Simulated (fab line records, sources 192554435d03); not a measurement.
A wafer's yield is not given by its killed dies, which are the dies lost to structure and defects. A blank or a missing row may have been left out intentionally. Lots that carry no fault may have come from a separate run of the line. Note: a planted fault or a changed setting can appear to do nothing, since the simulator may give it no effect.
A struck lot beside a sound one | flow n5_finfet | 15 out of 1938 route steps
Sound: the wafers L881.1, L881.2, L881.4. Struck: wafer L892.1. (L892.2 of the same lot was not struck and is left out.) The cause comes at the end.
For every step that has rows: the tool of each side, followed by ch and its chambers, followed by its first start. Under that, the readings that differ: sound wafers | struck wafers | difference of the means | sigmas: that difference in standard deviations of wafers without a fault.
alike: a reading whose means differ by less than 2 such deviations, as well as words and numbers matching on both sides. not compared: withheld readings; readings where some wafer has no value; bounds like >300 that might hide an equal value; numbers whose values overlap and for which the record gives no deviation.
A row with sigmas, a row that says differs or no value, or rows on one side alone: a step with any of these is where the two part. Numbers that don't overlap but have no deviation are shown without sigmas and don't part them. Lack of a reading on every wafer of one side parts them only where that side has two or more wafers.

first, 6 steps without rows for these wafers: N5_BEOL_M4_COAT_22 (resist thk 30 nm); N5_BEOL_M4_EBR_24; N5_BEOL_M4_SOFTBAKE_23 (time 60 s); N5_BEOL_M4_EXPOSE_25 (exposes mask V3, defocus 5 nm); N5_BEOL_M4_PEB_26 (peb time 60 s); N5_BEOL_M4_DEVELOP_27 (develop time 30 s).
N5_BEOL_M4_CD_MEAS_28: target cd 26.2 nm, target cd y 24.1 nm.
  sound on cd_sem-03 ch 0, day 10 02:50; struck on cd_sem-02 ch 0, day 12 02:58
  alike: cd_nm
N5_BEOL_M4_OVL_MEAS_29:
  sound on overlay-01 ch 0, day 10 02:52; struck on overlay-01 ch 0, day 12 02:59
  alike: V3_OVL
N5_BEOL_M4_INSPECT_30: inspects for defects (brightfield).
  sound on defect_inspect-02, day 10 02:56; struck on defect_inspect-01, day 12 03:03
  alike: raw_defect_count
N5_BEOL_M4_DESCUM_33: chemistry O2, time 7 s.
  sound on rie_diel-04 ch 0,1,3, day 10 02:58; struck on rie_diel-05 ch 1, day 12 03:13
  alike: drypump_motor_current_A, oes_product_au, rf_vpp_V, showerhead_plenum_p_Torr, throttle_valve_pct
  not compared: rf_hours_counter_h
N5_BEOL_M4_ETCH_77: etches underlayer in N2/H2, target depth 6.5 nm, time 5.2 s.
  sound on rie_diel-04 ch 0,1,3, day 10 03:00; struck on rie_diel-05 ch 1, day 12 03:15
  alike: drypump_motor_current_A, etch_rf_on_time_s, n2_flow_sccm, oes_product_au, rf_vpp_V, showerhead_plenum_p_Torr, throttle_valve_pct
  not compared: rf_hours_counter_h
N5_BEOL_M4_ETCH_69: etches SiARC in CF4, target depth 15.6 nm, time 26 s.
  sound on rie_diel-04 ch 0,1,3, day 10 03:01; struck on rie_diel-05 ch 1, day 12 03:16
  alike: drypump_motor_current_A, etch_rf_on_time_s, oes_product_au, rf_vpp_V, showerhead_plenum_p_Torr, throttle_valve_pct
  not compared: rf_hours_counter_h
N5_BEOL_M4_ALD_98: deposits SiO2, target thk 2.5 nm, pulse time 1 s, co reactant pulse time 1 s.
  sound on ald_sin-01 ch 1,3, day 10 03:06; struck on ald_sin-01 ch 0, day 12 03:40
  reading                                  | sound       | struck | difference | sigmas
  ald_cycles                               | 17 17 17    | 31     | +14        |
  model.SiO2_of_BEOL_M4_ALD_98.thk_nm (nm) | 2.6 2.4 2.4 | 4.6    | +2.1       |
  alike: heater_power_w, precursor_pulse_height_rel
N5_BEOL_M4_ETCHBACK_99: etches SiO2 in CHF3, target depth 5 nm, time 10.4 s.
  sound on rie_diel-04 ch 1,2, day 11 09:59; struck on rie_diel-01 ch 2, day 13 23:14
  reading                         | sound          | struck | difference | sigmas
  showerhead_plenum_p_Torr (Torr) | 2.16 2.20 2.16 | 2.31   | +0.14      | +2
  alike: drypump_motor_current_A, oes_f_703_au, oes_product_au, rf_vpp_V, throttle_valve_pct
  not compared: rf_hours_counter_h
N5_BEOL_M4_RC_MEAS_101:
  sound on prober-01 ch 0, day 11 17:25; struck on prober-02 ch 0, day 14 04:02
  alike: DIBL_N, DIBL_P, IOFF_N, IOFF_P, ION_N, ION_P, SS_N, SS_P, VT_N, VT_P

## WHERE THEY PART
Only at N5_BEOL_M4_ETCHBACK_99, as far as this record shows. Later steps at which nothing parts them and some readings are alike: N5_BEOL_M4_RC_MEAS_101.

WHY: whatever the simulator had introduced
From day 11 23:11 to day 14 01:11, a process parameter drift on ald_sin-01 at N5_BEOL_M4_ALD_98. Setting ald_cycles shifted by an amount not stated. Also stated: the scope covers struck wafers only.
